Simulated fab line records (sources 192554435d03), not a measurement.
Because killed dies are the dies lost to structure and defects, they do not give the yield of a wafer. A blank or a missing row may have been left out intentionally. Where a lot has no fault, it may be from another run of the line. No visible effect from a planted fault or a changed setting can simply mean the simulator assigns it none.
One fault seen from 2 desks || flow n5Finfet || every desk sees just its own numbers, and what lay behind them comes last

FOR THE TOOL OWNER'S DESK: pvdSputter-03
The tool's own readings at N5_BEOL_M14_SPUTTER_43 (material TaN, target thk 15 nm, time 24.19 s): means of the sampled wafers that have a number, for each lot that ran on this tool. Marked OUT: a lot whose mean sits more than 4 standard deviations from the usual mean, which makes it out of limits; the brackets give that distance.
Columns: A = cathodeDcPowerW at N5_BEOL_M14_SPUTTER_43, usual 15000 W; B = throttleValvePct at N5_BEOL_M14_SPUTTER_43, usual 29.9 %
{"lot": "L771", "first seen here": "day 11 22:30", "A": 14998, "B": 29.7}
{"lot": "L780", "first seen here": "day 14 06:52", "A": "13191 (-99 or more) OUT", "B": 30.8}
{"lot": "L779", "first seen here": "day 14 13:13", "A": "13186 (-99 or more) OUT", "B": 29.9}
{"lot": "L791", "first seen here": "day 18 04:01", "A": 15001, "B": 30.2}
Finding of this desk: L779, L780 out of limits; the first was L780 at day 14 06:52, on cathodeDcPowerW at N5_BEOL_M14_SPUTTER_43. Within limits: L771, L791.

FROM THE METROLOGY DESK
Means of the sampled wafers that have a number, per lot and without regard to the tool the lot ran on: this is what the gauges read. Marked OUT: a lot whose mean sits more than 4 standard deviations from the usual mean, which makes it out of limits; the brackets give that distance.
Columns: A = trenchDepthNm at N5_BEOL_M14_OCD_MEAS_35, usual 558 nm
{"lot": "L771", "first seen here": "day 11 20:43", "A": 572}
{"lot": "L780", "first seen here": "day 14 05:22", "A": 543}
{"lot": "L779", "first seen here": "day 14 10:29", "A": 572}
{"lot": "L788", "first seen here": "day 16 21:36", "A": 565}
{"lot": "L790", "first seen here": "day 17 11:36", "A": 557}
{"lot": "L791", "first seen here": "day 18 02:16", "A": 554}
This desk found nothing out of limits on any of the 6 lots.

ALL TOGETHER
At day 14 06:52, on L779, L780, the tool owner's desk was in a position to raise an alarm.
The metrology desk saw nothing out of limits.
The metrology desk holds a record of L779, L780, inside its limits.
Of the lots named, all ran N5_BEOL_M14_SPUTTER_43 on pvdSputter-03.

WHAT THE SIMULATOR PUT IN
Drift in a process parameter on pvdSputter-03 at N5_BEOL_M14_SPUTTER_43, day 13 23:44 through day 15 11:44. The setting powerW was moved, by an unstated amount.
Lots struck among those shown: L779, L780.
Time in hours from fault onset to the first out-of-limits reading at each desk: the tool owner's desk, 7.
